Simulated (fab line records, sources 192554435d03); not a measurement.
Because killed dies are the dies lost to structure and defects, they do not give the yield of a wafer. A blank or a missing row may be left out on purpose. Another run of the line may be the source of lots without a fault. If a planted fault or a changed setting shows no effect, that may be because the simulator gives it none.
fab line records | flow n5Finfet
[record] lots = 5 wafers = 15 lastDay = 19
route steps=1938 shown BEOL_M0_CUTY@708 BEOL_M0@715 BEOL_M4@1111 PASSIVATION@1936
lots with no fault: from the same line, run without faults
startH: start of the lot's first displayed wafer, in hours after the record's first day | waitH: how many hours have passed since the lot's step before this one | " identical to the entry in the row above | L1.1+2: one row covering several wafers at once | - no value, or no start was given | * or withheld: withheld | < > ~ a bound
route shown NAME@n: names a module that has steps shown in the file, with the first one's number in the route | usual: mean/standard deviation of fault-free wafers | same: alike in all rows | chamber/n: place in a boat | sites: readings site by site | _std_site: their standard deviation | _edge_site: outer sites' mean less inner sites' | radiusMm: for every site, how far away it sits from the centre of the wafer | mask NAME#n: copy n | behind: the most recent tool/chamber to have shaped the wafer | hold: reason for holding the lot/hours on hold/outcome of the hold | device: whichever transistor did not switch (one of n, p or np) | end of line: the same wafers' tests at the end of the route | for a step that has no rows: nothing shown but its recipe | killed: dies lost to structure and defects at the first sort, not the wafer's yield | map: dies across one wafer; x = killed, . = not, _ = none there
set.NAME: the setting the step ran with; set.NAME@STEP: the setting that earlier step ran with | model.NAME: the simulator's own value behind a step, which no gauge read
lots at selected steps of the route; one table per step, one row per wafer
services: a tool's chamber out of use, with start hour (startH, from the record's first day; less than 0 if before it), hours out, and reason
[[steps]]
[step N5_BEOL_M0_CUTY_CD_MEAS_57]
[recipe] targetCdNm = 200 landingEnergyEv = 500 detector = seInlens polarity = line
[usual] cdNm = 199.7/0.93
// columns lot.wafer tool chamber startH waitH cdNm
L595.1 cdSem-01 0 154.78 - 199.6
L595.3 " 0 " " 200.5
L595.5 " 0 " " 200.5
L598.1 cdSem-02 0 172.93 - 198.2
L598.3 " 0 " " 198.6
L598.6 " 0 " " 198.1
L599.1 cdSem-02 0 184.22 - 199.5
L599.3 " 0 " " 199.4
L599.5 " 0 " " 200.5
L605.3 cdSem-02 0 212.49 - 199.9
L605.5 " 0 " " 198.2
L605.6 " 0 " " 198.1
L611.2 cdSem-01 0 253.62 - 197.1
L611.4 " 0 " " 197.2
L611.5 " 0 " " 199.8
[step N5_BEOL_M0_CUTY_OVL_MEAS_58]
[recipe] pointsPerWafer = 44
[usual] M0_ABLK_OVL = -0.6/0.84
// columns lot.wafer tool chamber startH waitH M0_ABLK_OVL[nm]
L595.1 overlay-02 0 154.81 0.0 -1.0
L595.3 " 0 " " -1.4
L595.5 " 0 " " -0.3
L598.1 overlay-02 0 172.96 0.0 0.4
L598.3 " 0 " " 0.1
L598.6 " 0 " " -0.6
L599.1 overlay-01 0 184.25 0.0 -2.5
L599.3 " 0 " " -2.1
L599.5 " 0 " " -2.9
L605.3 overlay-01 0 212.51 0.0 0.0
L605.5 " 0 " " -0.5
L605.6 " 0 " " -0.2
L611.2 overlay-01 0 253.65 0.0 0.2
L611.4 " 0 " " 0.5
L611.5 " 0 " " -0.6
[step N5_BEOL_M0_CUTY_INSPECT_59]
[recipe] mode = adi inspectInstrument = macro
[usual] rawDefectCount = 2.2/1.5
// columns lot.wafer tool chamber startH waitH rawDefectCount
L595.1 defectInspect-02 - 154.83 0.0 4
L595.3 " - " " 3
L595.5 " - " " 0
L598.1 defectInspect-02 - 172.98 0.0 2
L598.3 " - " " 2
L598.6 " - " " 3
L599.1 defectInspect-01 - 184.28 0.0 1
L599.3 " - " " 8
L599.5 " - " " 5
L605.3 defectInspect-01 - 212.54 0.0 1
L605.5 " - " " 1
L605.6 " - " " 3
L611.2 defectInspect-02 - 253.68 0.0 3
L611.4 " - " " 2
L611.5 " - " " 6
[step N5_BEOL_M0_CUTY_DESCUM_61]
[recipe] chemistry = O2 timeS = 7.9 sourcePowerW = 50 biasPowerW = 20 pressureMtorr = 20 rfFrequencyHz = 2.712e+07 tempC = 40 resist = CAR-ArF-block o2FlowSccm = 225
[step N5_BEOL_M0_CUTY_ETCH_62]
[recipe] chemistry = CF4 target = SiARC maskMaterial = CAR-ArF-block timeS = 58.5 ionEnergyEv = 80 pressureMtorr = 40 sourceW = 545 biasW = 36 Ar_flow_sccm = 100 cf4FlowSccm = 100 ends = cleared
[usual] drypumpMotorCurrentA = 5.7/0.38 etchRfOnTimeS = 58.3/1.6 oesProductAu = 0.71/0.083 rfFwdPowerW = 537.7/2.6 rfVppV = 184.1/1.4 showerheadPlenumPTorr = 2.15/0.099 throttleValvePct = 15.59/0.22
// columns lot.wafer tool chamber startH waitH drypumpMotorCurrentA etchRfOnTimeS oesProductAu rfFwdPowerW rfHoursCounterH rfVppV showerheadPlenumPTorr throttleValvePct
L595.1 rieDiel-03 2 155.09 0.0 5.7 60.2 0.59 540.5 223 182.0 2.03 15.85
L595.3 " 3 " " 6.5 57.3 0.62 540.2 177 184.3 2.13 15.46
L595.5 " 2 " " 5.6 60.2 0.59 541.4 - 181.4 2.03 15.85
L598.1 rieDiel-01 2 173.13 0.0 5.1 56.2 0.81 531.2 13 184.0 2.10 15.27
L598.3 " 0 " " 5.6 58.6 0.77 539.5 21 182.4 2.10 15.49
L598.6 " 2 " " 5.1 56.5 0.80 532.8 - 184.0 2.10 15.26
L599.1 rieDiel-03 3 184.35 0.0 6.4 57.2 0.62 539.0 191 183.5 2.12 15.48
L599.3 " 1 " " 5.4 56.5 0.75 535.6 55 186.9 2.25 15.51
L599.5 " 0 " " 5.6 57.3 0.85 534.5 - 185.1 2.29 15.22
L605.3 rieDiel-05 0 212.61 0.0 5.5 58.5 0.67 540.7 126 181.3 1.97 15.86
L605.5 " 1 " " 5.6 59.3 0.76 536.8 - 183.9 2.11 15.50
L605.6 " 0 " " 5.5 58.9 0.66 537.3 - 181.0 1.97 15.86
L611.2 rieDiel-01 1 254.20 0.0 5.8 55.8 0.74 540.9 83 183.1 2.09 15.47
L611.4 " 3 " " 6.5 56.4 0.73 540.5 56 185.0 2.28 15.88
L611.5 " 1 " " 5.8 56.4 0.74 539.1 - 183.0 2.09 15.48
[step N5_BEOL_M0_CUTY_ETCH_63]
[recipe] chemistry = N2/H2 target = SOC targetDepthA = 827 overetchA = 165 maskMaterial = SiARC tempC = 40 ionEnergyEv = 200 timeS = 124 pressureMtorr = 30 sourceW = 840 biasW = 150 n2FlowSccm = 200 h2FlowSccm = 200
[step N5_BEOL_M0_CUTY_STRIP_64]
[recipe] chemistry = N2/H2 tempC = 40 n2FlowSccm = 200 h2FlowSccm = 200 rfFrequencyHz = 6e+07
[step N5_BEOL_M0_ETCH_138]
[recipe] chemistry = CH3F/O2 targetDepthA = 120 target = SiCN timeS = 31.6 ionEnergyEv = 120 pressureMtorr = 30 sourceW = 395 biasW = 75 Ar_flow_sccm = 150 CH3F_flow_sccm = 30 O2_flow_sccm = 20 ends = cleared
[usual] drypumpMotorCurrentA = 5.7/0.38 etchRfOnTimeS = 29.5/0.89 oesProductAu = 0.71/0.082 rfFwdPowerW = 386.0/1.7 rfVppV = 297.4/2.1 showerheadPlenumPTorr = 2.01/0.094 throttleValvePct = 16.30/0.23
// columns lot.wafer tool chamber startH waitH drypumpMotorCurrentA etchRfOnTimeS oesProductAu rfFwdPowerW rfHoursCounterH rfVppV showerheadPlenumPTorr throttleValvePct
L595.1 rieDiel-03 2 155.26 0.0 5.7 30.3 0.59 389.2 223 294.9 1.90 16.59
L595.3 " 3 " " 6.4 28.9 0.62 383.1 177 297.7 1.98 16.15
L595.5 " 2 " " 5.7 30.3 0.59 387.5 - 295.4 1.90 16.60
L598.1 rieDiel-01 2 173.30 0.0 5.1 29.0 0.80 384.6 13 297.5 1.95 15.93
L598.3 " 0 " " 5.6 30.1 0.77 386.4 21 297.4 1.96 16.22
L598.6 " 2 " " 5.1 29.9 0.79 384.3 - 298.2 1.95 15.94
L599.1 rieDiel-03 3 184.52 0.0 6.4 28.8 0.61 388.2 191 295.8 1.98 16.17
L599.3 " 1 " " 5.4 28.9 0.75 386.9 55 299.3 2.12 16.30
L599.5 " 0 " " 5.6 28.5 0.83 387.3 - 298.6 2.13 15.86
L605.3 rieDiel-05 0 212.78 0.0 5.6 29.8 0.66 385.8 126 293.8 1.84 16.60
L605.5 " 1 " " 5.6 31.5 0.76 385.4 - 297.3 1.97 16.18
L605.6 " 0 " " 5.5 30.6 0.67 386.3 - 294.1 1.84 16.63
L611.2 rieDiel-01 1 254.37 0.0 5.8 29.0 0.73 384.6 83 295.4 1.95 16.16
L611.4 " 3 " " 6.5 28.8 0.73 387.2 56 299.1 2.14 16.57
L611.5 " 1 " " 5.8 28.5 0.73 386.1 - 296.0 1.95 16.20
[step N5_BEOL_M0_HM_OPEN_105]
[recipe] chemistry = Cl2/BCl3 targetDepthA = 120 target = TiN ionEnergyEv = 150 pressureMtorr = 10 icpW = 1000 biasW = 126 Cl2_flow_sccm = 53.25 bcl3FlowSccm = 21.75 Ar_flow_sccm = 25
[usual] drypumpMotorCurrentA = 5.5/0.35 oesProductAu = 0.69/0.051 throttleValvePct = 22.1/0.33
// columns lot.wafer tool chamber startH waitH drypumpMotorCurrentA oesProductAu rfHoursCounterH throttleValvePct
L595.1 rieMetal-02 1 160.07 4.8 5.1 0.69 83 21.9
L595.3 " 1 " " 5.1 0.69 - 21.9
L595.5 " 1 " " 5.1 0.69 - 21.9
L598.1 rieMetal-01 1 173.40 0.1 5.3 0.70 60 21.8
L598.3 " 0 " " 5.6 0.67 - 22.1
L598.6 " 0 " " 5.6 0.67 - 22.1
L599.1 rieMetal-03 1 188.74 4.2 6.0 0.79 36 21.9
L599.3 " 0 " " 5.3 0.64 - 22.3
L599.5 " 0 " " 5.3 0.64 - 22.4
L605.3 rieMetal-01 0 212.96 0.1 5.6 0.66 - 22.1
L605.5 " 0 " " 5.6 0.66 - 22.1
L605.6 " 1 " " 5.3 0.69 - 21.8
L611.2 rieMetal-01 0 257.31 2.9 5.6 0.66 91 22.1
L611.4 " 1 " " 5.3 0.69 - 21.8
L611.5 " 0 " " 5.6 0.66 - 22.1
[step N5_BEOL_M0_STRIP_140]
[recipe] chemistry = CF4 resist = SiARC powerW = 300 biasPowerW = 75 pressureMtorr = 50 cf4FlowSccm = 150 rfFrequencyHz = 6e+07
[usual] biasPowerW = 75.06/0.22 drypumpMotorCurrentA = 5.7/0.4 oesProductAu = 0.82/0.09 rfVppV = 271.4/2.1 showerheadPlenumPTorr = 1.80/0.079 throttleValvePct = 13.51/0.21
// columns lot.wafer tool chamber startH waitH biasPowerW drypumpMotorCurrentA oesProductAu rfHoursCounterH rfVppV showerheadPlenumPTorr throttleValvePct
L595.1 rieDiel-03 3 160.25 0.1 75.14 6.4 0.71 179 268.7 1.78 13.50
L595.3 " 2 " " 74.90 5.7 0.69 225 267.4 1.70 13.87
L595.5 " 1 " " 74.83 5.5 0.87 - 270.7 1.88 13.39
L598.1 rieDiel-01 2 173.57 0.1 75.06 5.1 0.92 13 269.2 1.76 13.23
L598.3 " 1 " " 75.06 5.8 0.87 56 270.9 1.76 13.38
L598.6 " 0 " " 75.27 5.6 0.89 - 272.8 1.76 13.43
L599.1 rieDiel-05 3 188.99 0.2 74.97 5.5 0.68 242 271.7 1.85 14.02
L599.3 " 2 " " 75.10 5.6 0.84 56 272.0 1.90 13.46
L599.5 " 1 " " 75.20 5.6 0.91 - 270.6 1.77 13.40
L605.3 rieDiel-03 3 213.17 0.2 74.82 6.4 0.69 202 270.1 1.78 13.53
L605.5 " 0 " " 75.40 5.7 0.92 - 274.2 1.92 13.22
L605.6 " 1 " " 74.78 5.5 0.84 - 273.3 1.87 13.45
L611.2 rieDiel-05 3 257.57 0.2 75.01 5.5 0.90 10 271.5 1.84 13.49
L611.4 " 1 " " 75.53 5.5 0.86 42 270.3 1.76 13.44
L611.5 " 2 " " 75.36 5.6 0.80 - 275.4 1.89 13.51
[step N5_BEOL_M0_STRIP_104]
[recipe] chemistry = N2/H2 powerW = 450 tempC = 40 pressureMtorr = 20 rfFrequencyHz = 6e+07 overashFraction = 0.3 biasPowerW = 7 h2Frac = 0.5 n2FlowSccm = 200 h2FlowSccm = 200
[usual] biasPowerW = 6.998/0.021 drypumpMotorCurrentA = 5.7/0.41 oesProductAu = 0.84/0.094 rfVppV = 59.3/1.7 showerheadPlenumPTorr = 2.55/0.11 tempC = 40.01/0.11 throttleValvePct = 23.6/0.34
// columns lot.wafer tool chamber startH waitH biasPowerW drypumpMotorCurrentA oesProductAu rfHoursCounterH rfVppV showerheadPlenumPTorr tempC throttleValvePct
L595.1 rieDiel-03 3 160.27 0.0 7.000 6.4 0.74 179 56.0 2.51 40.12 23.1
L595.3 " 2 " " 7.047 5.6 0.70 225 59.0 2.42 39.99 23.9
L595.5 " 1 " " 7.006 5.4 0.89 - 59.3 2.72 40.10 24.0
L598.1 rieDiel-01 2 173.59 0.0 7.022 5.1 0.94 13 60.2 2.47 39.96 23.0
L598.3 " 1 " " 6.996 5.8 0.88 56 61.9 2.49 40.14 23.9
L598.6 " 0 " " 6.998 5.6 0.91 - 59.2 2.49 39.90 23.6
L599.1 rieDiel-05 3 189.01 0.0 6.961 5.5 0.69 242 58.8 2.62 40.19 23.7
L599.3 " 2 " " 6.982 5.7 0.85 56 58.1 2.67 39.88 23.4
L599.5 " 1 " " 7.050 5.5 0.91 - 59.4 2.50 39.92 23.7
L605.3 rieDiel-03 3 213.19 0.0 6.981 6.4 0.70 202 59.9 2.50 39.89 23.1
L605.5 " 0 " " 6.967 5.6 0.94 - 61.1 2.71 40.16 23.5
L605.6 " 1 " " 7.024 5.5 0.86 - 58.0 2.71 40.00 24.0
L611.2 rieDiel-05 3 257.59 0.0 6.994 5.5 0.92 10 56.9 2.61 40.09 23.6
L611.4 " 1 " " 6.998 5.6 0.87 42 59.7 2.48 39.99 23.7
L611.5 " 2 " " 6.998 5.6 0.82 - 60.1 2.65 39.95 23.5
[step N5_BEOL_M0_WET_ETCH_106]
[recipe] chemistry = DHF dilution = 10:1 tempC = 25 target = SiO2 targetDepthA = 1300 dry = ipaMarangoni rinseTimeS = 30 rinseTempC = 23
[step N5_BEOL_M0_ETCH_128]
[recipe] chemistry = CF4/N2 targetDepthA = 120 overetchA = 51 target = SiCN timeS = 21.4 ionEnergyEv = 150 pressureMtorr = 40 sourceW = 430 biasW = 70 Ar_flow_sccm = 100 cf4FlowSccm = 60 n2FlowSccm = 60
[usual] drypumpMotorCurrentA = 5.8/0.42 oesProductAu = 0.57/0.063 rfFwdPowerW = 425.4/1.8 rfVppV = 382.8/2.5 showerheadPlenumPTorr = 2.23/0.099 throttleValvePct = 15.38/0.24
// columns lot.wafer tool chamber startH waitH drypumpMotorCurrentA oesProductAu rfFwdPowerW rfHoursCounterH rfVppV showerheadPlenumPTorr throttleValvePct model.TiN_of_BEOL_M0_SAQP_HM_DEP_02.thkNm
L595.1 rieDiel-01 2 160.80 0.4 5.1 0.65 425.7 8 381.3 2.16 15.04 10.8
L595.3 " 0 " " 5.6 0.62 429.2 16 381.4 2.17 15.30 10.8
L595.5 " 1 " " 5.8 0.62 427.9 - 381.0 2.16 15.22 10.6
L598.1 rieDiel-01 2 173.72 0.0 5.1 0.64 424.3 13 379.7 2.15 15.05 10.8
L598.3 " 0 " " 5.6 0.63 683.2 21 325.8 2.17 15.31 10.4
L598.6 " 3 " " 6.5 0.62 425.1 - 385.6 2.36 15.60 10.8
L599.1 rieDiel-03 1 189.13 0.0 5.5 0.59 425.8 56 385.5 2.33 15.36 10.6
L599.3 " 2 " " 5.6 0.47 426.7 235 379.1 2.09 15.73 10.4
L599.5 " 3 " " 6.5 0.48 428.3 - 382.0 2.18 15.29 10.4
L605.3 rieDiel-03 1 213.74 0.4 5.4 0.59 423.0 65 384.2 2.32 15.40 11
L605.5 " 0 " " 5.6 0.66 424.7 - 385.2 2.35 15.03 11
L605.6 " 1 " " 5.4 0.59 424.1 - 385.6 2.32 15.39 10.8
L611.2 rieDiel-01 2 259.31 1.6 5.1 0.61 425.2 34 382.3 2.15 15.10 10.8
L611.4 " 1 " " 5.8 0.58 428.3 85 380.7 2.15 15.30 10.8
L611.5 " 1 " " 5.8 0.58 427.2 - 381.6 2.15 15.29 10.8
[step N5_BEOL_M0_TRENCH_ETCH_107]
[recipe] chemistry = C4F6/O2 targetDepthA = 328 target = SiOC timeS = 16.4 ionEnergyEv = 250 pressureMtorr = 30 sourceW = 355 biasW = 185 Ar_flow_sccm = 300 C4F6_flow_sccm = 10 O2_flow_sccm = 10
[usual] drypumpMotorCurrentA = 5.8/0.42 oesProductAu = 0.83/0.095 rfFwdPowerW = 348.3/2 rfVppV = 677/11 showerheadPlenumPTorr = 2.87/0.13 throttleValvePct = 20.82/0.26
// columns lot.wafer tool chamber startH waitH drypumpMotorCurrentA oesProductAu rfFwdPowerW rfHoursCounterH rfVppV showerheadPlenumPTorr throttleValvePct model.TiN_of_BEOL_M0_SAQP_HM_DEP_02.thkNm
L595.1 rieDiel-01 2 160.85 0.0 5.1 0.95 346.2 8 688 2.78 20.46 9.4
L595.3 " 0 " " 5.6 0.90 349.0 16 670 2.80 20.83 9.4
L595.5 " 1 " " 5.8 0.91 348.9 - 658 2.79 20.71 9.2
L598.1 rieDiel-01 2 173.76 0.0 5.1 0.94 348.3 13 689 2.77 20.45 9.4
L598.3 " 0 " " 5.7 0.91 350.4 21 670 2.79 20.81 9
L598.6 " 3 " " 6.5 0.90 350.0 - 685 3.05 21.19 9.4
L599.1 rieDiel-03 1 189.18 0.0 5.5 0.87 346.6 56 687 3.01 20.91 9.2
L599.3 " 2 " " 5.6 0.68 350.2 235 675 2.70 21.12 9.2
L599.5 " 3 " " 6.5 0.72 349.1 - 690 2.81 20.63 9
L605.3 rieDiel-03 1 213.78 0.0 5.5 0.87 347.4 65 687 3.00 20.91 9.6
L605.5 " 0 " " 5.7 0.94 344.9 - 681 3.01 20.45 9.6
L605.6 " 1 " " 5.5 0.87 347.2 - 684 3.00 20.92 9.4
L611.2 rieDiel-01 2 259.35 0.0 5.1 0.90 346.5 34 687 2.76 20.49 9.4
L611.4 " 1 " " 5.8 0.85 347.6 85 660 2.77 20.76 9.4
L611.5 " 1 " " 5.8 0.85 347.4 - 658 2.77 20.74 9.4
[step N5_BEOL_M0_STRIP_142]
[recipe] chemistry = N2/H2 timeS = 10 powerW = 450 tempC = 40 pressureMtorr = 20 rfFrequencyHz = 6e+07 biasPowerW = 7 n2FlowSccm = 200 h2FlowSccm = 200
[step N5_BEOL_M4_RC_MEAS_101]
[usual] DIBL_N = 36.1/1.6 DIBL_P = 35.8/2 IOFF_N = 0.157/0.029 IOFF_P = 0.21/0.034 ION_N = 677/13 ION_P = 465/8.1 SS_N = 71.3/0.61 SS_P = 73.2/0.65 VT_N = 249/3.3 VT_P = -250/3.2
// columns lot.wafer tool chamber startH waitH DIBL_N[mV/V] DIBL_P[mV/V] IOFF_N[nA/um] IOFF_P[nA/um] ION_N[uA/um] ION_P[uA/um] SS_N[mV/dec] SS_P[mV/dec] VT_N[mV] VT_P[mV]
L595.1 prober-01 0 243.02 0.0 38.9 39.3 0.208 0.29 685 479 71.3 74.1 244 -246
L595.3 " 0 " " 38.8 38.3 0.199 0.26 677 465 71.9 74.2 245 -247
L595.5 " 0 " " 38.1 38.6 0.187 0.26 679 471 72.1 73.3 246 -246
L599.1 prober-02 0 251.90 0.0 35.2 35.5 0.158 0.21 686 469 71.3 72.9 247 -252
L599.3 " 0 " " 37.0 37.7 0.172 0.24 678 472 72.2 73.6 248 -248
L599.5 " 0 " " 37.9 38.6 0.183 0.25 677 465 72.9 74.1 249 -247
L598.1 prober-02 0 273.60 0.0 36.0 35.6 0.161 0.21 686 468 71.5 73.0 245 -248
L598.3 " 0 " " 37.2 36.8 0.173 0.22 669 460 72.2 73.2 249 -250
L598.6 " 0 " " 36.8 36.5 0.178 0.22 695 469 72.2 72.4 246 -249
L605.3 prober-01 0 307.99 0.4 35.8 36.8 0.152 0.23 688 473 71.1 74.0 247 -249
L605.5 " 0 " " 38.5 39.3 0.196 0.27 679 466 71.6 74.1 247 -244
L605.6 " 0 " " 34.5 34.6 0.130 0.19 680 472 70.4 73.2 250 -250
L611.2 prober-02 0 343.03 0.2 35.9 36.7 0.147 0.21 685 471 71.3 73.1 250 -250
L611.4 " 0 " " 38.2 38.1 0.184 0.24 670 463 72.7 73.7 249 -249
L611.5 " 0 " " 37.3 37.2 0.166 0.23 687 472 71.2 74.0 250 -248
[step N5_PASSIVATION_PROBE_49]
[usual] defectLimitedYield = 91.0/1.4 killed_at_M0_to_M3 = 33/11 killed_at_M4_up = 14/5 killedAtContacts = 11/7.3 killedAtFrontEnd = 43/12 killedAtOther = 4/3.1 killedDies = 106/17 killedOpen = 69/13 killedShort = 34/8.7 sort_bin_5_function = 5.2/0.96 sort_bin_6_memory = 3.3/0.66 sortNPass = 1074/17 sortYieldPct = 91.0/1.4
[same] grossDies = 1180 killedAtBackSide = 0 sort_bin_4_leakage[%] = 0 sort_bin_8_speed[%] = 0
// columns lot.wafer tool chamber startH waitH defectLimitedYield[%] killed_at_M0_to_M3 killed_at_M4_up killedAtContacts killedAtFrontEnd killedAtOther killedDies killedOpen killedShort sort_bin_5_function[%] sort_bin_6_memory[%] sortNPass sortYieldPct[%]
L595.1 prober-02 - 346.06 0.0 91.5 32 11 18 37 2 100 68 31 4.4 3.7 1080 91.5
L595.3 prober-02 - 346.16 0.1 91.1 41 12 20 30 2 105 62 39 5.4 2.9 1075 91.1
L595.5 prober-02 - 346.26 0.2 90.3 50 6 9 39 11 115 65 46 5.1 4.2 1065 90.3
L599.1 prober-02 - 357.31 0.0 91.1 39 11 10 38 7 105 75 30 5.4 3.2 1075 91.1
L599.3 prober-02 - 357.41 0.1 90.6 28 9 8 52 14 111 67 42 5.0 3.6 1069 90.6
L599.5 prober-02 - 357.51 0.2 90.6 42 7 6 53 3 111 66 44 5.7 3.3 1069 90.6
L611.2 prober-01 - 450.84 0.1 90.3 19 25 20 50 0 114 80 33 6.4 3.2 1066 90.3
L611.4 prober-01 - 450.94 0.2 89.4 37 13 27 44 4 125 77 43 6.1 4.0 1055 89.4
L611.5 prober-01 - 450.99 0.2 92.3 17 17 15 38 4 91 63 22 3.9 2.9 1089 92.3
// killed by level:class
L595.1 MOL_CONTACT_COAG:geometricParticle:open=11 STI_FIN_REVEAL:geometricParticle:open=11 FIN_SAQP:geometricParticle:open=7 BEOL_M4:geometricParticle:open=7 MOL_CONTACT_COAG:geometricParticle:short=7 BEOL_M0_SAQP:geometricParticle:short=7 BEOL_M0_SAQP:geometricParticle:open=6 GATE_CUT:geometricParticle:short=5
L595.3 MOL_CONTACT_COAG:geometricParticle:open=16 BEOL_M0_SAQP:geometricParticle:short=10 FIN_SAQP:geometricParticle:short=9 BEOL_M2:geometricParticle:open=8 BEOL_M0_SAQP:geometricParticle:open=7 FIN_SAQP:geometricParticle:open=5 BEOL_M1:geometricParticle:open=5 MOL_CONTACT_COAG:geometricParticle:short=4
L595.5 BEOL_M0_SAQP:geometricParticle:open=15 BEOL_M0_SAQP:geometricParticle:short=14 STI_FIN_REVEAL:geometricParticle:open=9 BEOL_M3:geometricParticle:open=8 MOL_CONTACT_COAG:geometricParticle:open=5 BEOL_M1:geometricParticle:open=5 FIN_SAQP:geometricParticle:short=4 FIN_SAQP:geometricParticle:open=4
L599.1 STI_FIN_REVEAL:geometricParticle:open=10 MOL_CONTACT_COAG:geometricParticle:open=9 BEOL_M0_SAQP:geometricParticle:short=9 BEOL_M0_SAQP:geometricParticle:open=9 BEOL_M4:geometricParticle:open=7 FIN_SAQP:geometricParticle:open=6 DUMMY_GATE:geometricParticle:open=6 FIN_SAQP:geometricParticle:short=5
L599.3 FIN_SAQP:geometricParticle:short=13 FIN_SAQP:geometricParticle:open=12 STI_FIN_REVEAL:geometricParticle:open=7 MOL_CONTACT_COAG:geometricParticle:open=7 BEOL_M0:geometricParticle:open=7 ILD0:geometricParticle:open=6 BEOL_M0_SAQP:geometricParticle:short=6 PASS1_CAP:geometricParticle:open=6
L599.5 FIN_SAQP:geometricParticle:short=17 BEOL_M0_SAQP:geometricParticle:open=13 FIN_SAQP:geometricParticle:open=12 BEOL_M0_SAQP:geometricParticle:short=8 DUMMY_GATE:geometricParticle:open=7 MOL_CONTACT_COAG:geometricParticle:open=6 BEOL_M3:geometricParticle:open=6 GATE_CUT:geometricParticle:short=5
L611.2 MOL_CONTACT_COAG:geometricParticle:open=15 BEOL_M4:geometricParticle:open=11 FIN_SAQP:geometricParticle:open=8 FIN_SAQP:geometricParticle:short=7 BEOL_M5:geometricParticle:open=7 BEOL_M3:geometricParticle:open=6 STARTING-WAFER:geometricParticle:short=6 STI_FIN_REVEAL:geometricParticle:open=5
L611.4 MOL_CONTACT_COAG:geometricParticle:open=17 BEOL_M2:geometricParticle:open=12 MOL_CONTACT_COAG:geometricParticle:short=10 FIN_SAQP:geometricParticle:open=7 ILD0:geometricParticle:open=6 BEOL_M0_SAQP:geometricParticle:open=5 BEOL_M0_SAQP:geometricParticle:short=5 BEOL_M3:geometricParticle:open=5
L611.5 MOL_CONTACT_COAG:geometricParticle:open=13 STI_FIN_REVEAL:geometricParticle:open=9 HKMG_FIN:areaEtch=6 GATE_CUT:geometricParticle:short=5 BEOL_M0_SAQP:geometricParticle:open=4 FIN_SAQP:geometricParticle:open=4 BEOL_M1:geometricParticle:open=4 BEOL_M2:geometricParticle:open=4
[[services]]
// columns tool chamber startH hours kind
rieDiel-03 0 138.30 - clean
rieDiel-03 0 138.30 - consumableReplace:focusRing
rieDiel-03 0 138.30 - consumableReplace:showerhead
rieDiel-03 0 138.30 41.9 scheduledDown
rieDiel-03 0 138.30 41.9 ventCycle
rieDiel-03 2 165.53 5.8 repair
rieDiel-05 0 191.10 10.4 repair
rieDiel-01 2 193.46 18.9 repair
rieMetal-03 - 194.96 0.5 repair
rieDiel-03 2 206.92 7.6 repair
rieDiel-05 3 208.59 - clean
rieDiel-05 3 208.59 - consumableReplace:focusRing
rieDiel-05 3 208.59 21.5 scheduledDown
rieDiel-05 3 208.59 21.5 ventCycle
rieDiel-03 2 243.45 - clean
rieDiel-03 2 243.45 - consumableReplace:focusRing
rieDiel-03 2 243.45 - consumableReplace:showerhead
rieDiel-03 2 243.45 24.1 scheduledDown
rieDiel-03 2 243.45 24.1 ventCycle
rieMetal-01 - 245.07 1.4 pm
rieDiel-03 - 255.51 15.6 pm
[[key]]
[firstSign] step = N5_BEOL_M0_ETCH_128 reading = rfFwdPowerW direction = up sigmas = 99+ usual = * struck = *
[effect] step = N5_BEOL_M0_ETCH_128 reading = rfVppV direction = down sigmas = 23 usual = 382.8 struck = 325.8
[modelEffect] step = N5_BEOL_M0_ETCH_128 value = TiN_of_BEOL_M0_SAQP_HM_DEP_02.thkNm without = 10.8 struck = 10.4
[modelEffect] step = N5_BEOL_M0_TRENCH_ETCH_107 value = TiN_of_BEOL_M0_SAQP_HM_DEP_02.thkNm without = 9.6 struck = 9
metAt N5_BEOL_M0_ETCH_128
struckWafers L598.3
onsetBetween 160.80 173.72
[fault] kind = processParameterDrift tool = rieDiel-01 chamber = 0 onsetH = 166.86 steps = N5_BEOL_M0_ETCH_128 channel = sourceW offset = 258 shape = step endH = 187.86 actsIn = theseRecipesOnly stated = 430
